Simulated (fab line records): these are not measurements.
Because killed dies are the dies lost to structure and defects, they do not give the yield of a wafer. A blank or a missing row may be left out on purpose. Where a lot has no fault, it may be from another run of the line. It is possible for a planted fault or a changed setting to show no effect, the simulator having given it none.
A struck lot beside a sound one    flow nand harc    13 out of 1302 route steps
Sound: these wafers, L884.2, L884.4, L884.5. The struck wafers were L881.4, L881.5, L881.6. The cause comes at the end.
Each step with rows lists, per side, the tool, then ch with its chambers, then its first start. Under that, the readings that differ: sound wafers    struck wafers    difference of the means    sigmas: that difference in standard deviations of wafers without a fault.
alike: same words and numbers on both sides, and readings whose means sit less than 2 such deviations apart. not compared: any withheld reading, any reading some wafer has no value for, any bound like >300 that may hide the same value, and any number with overlapping values for which the record gives no deviation.
Wherever a step has rows on one side only, a row that says differs or no value, or a row with sigmas, the two part there. Non-overlapping numbers with no deviation appear without sigmas and do not part them. Lack of a reading on every wafer of one side parts them only where that side has two or more wafers.

NHARC_A_CONTACT_DEP_24: deposits SiO2, target thk 500 nm.
  sound on pecvd-01 ch 0,1,2, day 26 05:38; struck on pecvd-03 ch 0,1,2, day 25 09:52
  alike: heater power w, throttle valve pct
NHARC_A_CONTACT_DEP_28: deposits aC, target thk 7000 nm.
  sound on acl dep-03 ch 0, day 26 07:08; struck on acl dep-03 ch 0, day 25 12:57
  alike: throttle valve pct
NHARC_A_CONTACT_DEP_29: deposits SiON, target thk 100 nm.
  sound on pecvd-03 ch 0,2, day 26 10:39; struck on pecvd-01 ch 0,1,2, day 25 15:10
  alike: heater power w
then, 8 steps without rows for these wafers: NHARC_A_CONTACT_DEHYDRATE_32 (time 120 s); NHARC_A_CONTACT_HMDS_33 (time 30 s); NHARC_A_CONTACT_COAT_34 (time 75 s); NHARC_A_CONTACT_COAT_35 (time 65 s); NHARC_A_CONTACT_COAT_36 (resist thk 90 nm); NHARC_A_CONTACT_SOFTBAKE_37 (time 55 s); NHARC_A_CONTACT_EBR_38; NHARC_A_CONTACT_EXPOSE_39 (exposes mask A CC 3).
NHARC_A_CONTACT_PEB_40: peb time 65 s.
  struck on litho track-06, day 25 15:43; sound on litho track-01 ch 0, day 26 11:11
  no value came back on the struck wafers for chill plate temp C (C), exhaust pa (Pa); on the sound wafers chill plate temp C (C) reads 22.94 22.93 22.91
then, 1 step without rows for these wafers: NHARC_A_CONTACT_DEVELOP_41 (develop time 35 s).

== WHERE THEY PART ==
Only at NHARC_A_CONTACT_PEB_40, as far as this record shows.

WHY: whatever the simulator had introduced
Beginning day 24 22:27, the whole step at NHARC_A_CONTACT_PEB_40 was skipped on litho track-06. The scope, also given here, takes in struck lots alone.
